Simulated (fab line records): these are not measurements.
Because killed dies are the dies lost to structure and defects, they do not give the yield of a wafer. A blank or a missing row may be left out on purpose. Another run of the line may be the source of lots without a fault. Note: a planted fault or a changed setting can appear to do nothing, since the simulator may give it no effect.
Matching of chambers ; flow n5_finfet ; N5_BEOL_M2_STRIP_19 on rie_diel-05: 4 sister chambers
The step strips in O2. 4 wafers are shown with their chamber, then 8 later ones without.

## WAFERS, EACH WITH ITS CHAMBER
wafer;chamber;drypump_motor_current_A (A)
L079.2;3;6.3
L088.4;2;5.8
L088.5;0;4.7
L091.2;1;5.6

## WAFERS WITH NO CHAMBER GIVEN
wafer;drypump_motor_current_A (A)
L091.5;5.7
L091.6;6.3
L094.3;6.3
L094.4;6.3
L094.5;4.7
L095.1;6.3
L095.4;5.6
L095.6;4.7

## WHICH CHAMBER EACH ONE RAN IN
wafer;from the rows above;in truth
L091.5;can't be placed: 2 or 1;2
L091.6;3;3
L094.3;3;3
L094.4;3;3
L094.5;0;0
L095.1;3;3
L095.4;1;1
L095.6;0;0
7 of 8 placed correctly. Cannot be placed on the basis of these rows: 1; the candidates contain the true chamber in 1. 0 placed wrongly.
How it was worked out, from the rows above alone: a wafer's distance from a chamber is the root of the sum, over the readings, of the square of ((its reading less the chamber's mean) divided by the reading's scatter). If the next closest chamber is less than 2 further off than the closest, the wafer can't be placed; otherwise it belongs to the closest. A chamber's mean is the mean of its shown wafers. The scatter: with one shown wafer a chamber, the root of the mean of the squares of how far each hidden wafer lies from its nearest shown one.
